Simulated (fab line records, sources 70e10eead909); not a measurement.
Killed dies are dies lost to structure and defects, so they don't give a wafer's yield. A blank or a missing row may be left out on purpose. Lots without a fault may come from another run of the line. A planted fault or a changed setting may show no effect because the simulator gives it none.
Chamber matching | flow nand_harc | NHARC_P_M0_ETCH_34 on rie_diel-06: 4 sister chambers
The step etches the open film in N2/H2, target depth 40 nm, overetch 12 nm, time 43.94 s. 4 wafers are shown with their chamber, then 12 later ones without.

WAFERS WITH THEIR CHAMBER
wafer  | chamber | showerhead_plenum_p_Torr (Torr)
L088.1 | 1       | 2.02
L089.3 | 3       | 1.94
L089.4 | 0       | 2.09
L089.5 | 2       | 2.18

WAFERS WITHOUT THEIR CHAMBER
wafer  | showerhead_plenum_p_Torr (Torr)
L090.1 | 1.94
L090.4 | 2.17
L090.6 | 2.09
L094.2 | 1.93
L094.5 | 2.17
L094.6 | 1.93
L095.2 | 1.93
L095.3 | 2.08
L095.6 | 2.01
L096.1 | 2.08
L096.3 | 2.01
L096.6 | 2.01

WHICH CHAMBER EACH WENT THROUGH
wafer  | from the rows above | in truth
L090.1 | 3                   | 3
L090.4 | 2                   | 2
L090.6 | 0                   | 0
L094.2 | 3                   | 3
L094.5 | 2                   | 2
L094.6 | 3                   | 3
L095.2 | 3                   | 3
L095.3 | 0                   | 0
L095.6 | 1                   | 1
L096.1 | 0                   | 0
L096.3 | 1                   | 1
L096.6 | 1                   | 1
Placed correctly: 12 of 12. Can't be placed from these rows: 0. Placed wrongly: 0.
How it was worked out, from the rows above alone: a wafer's distance from a chamber is the root of the sum, over the readings, of the square of ((its reading less the chamber's mean) divided by the reading's scatter). The wafer belongs to the nearest chamber; if the next one is less than 2 further off, it can't be placed. A chamber's mean is the mean of its shown wafers. The scatter: with one shown wafer a chamber, the root of the mean of the squares of how far each hidden wafer lies from its nearest shown one.
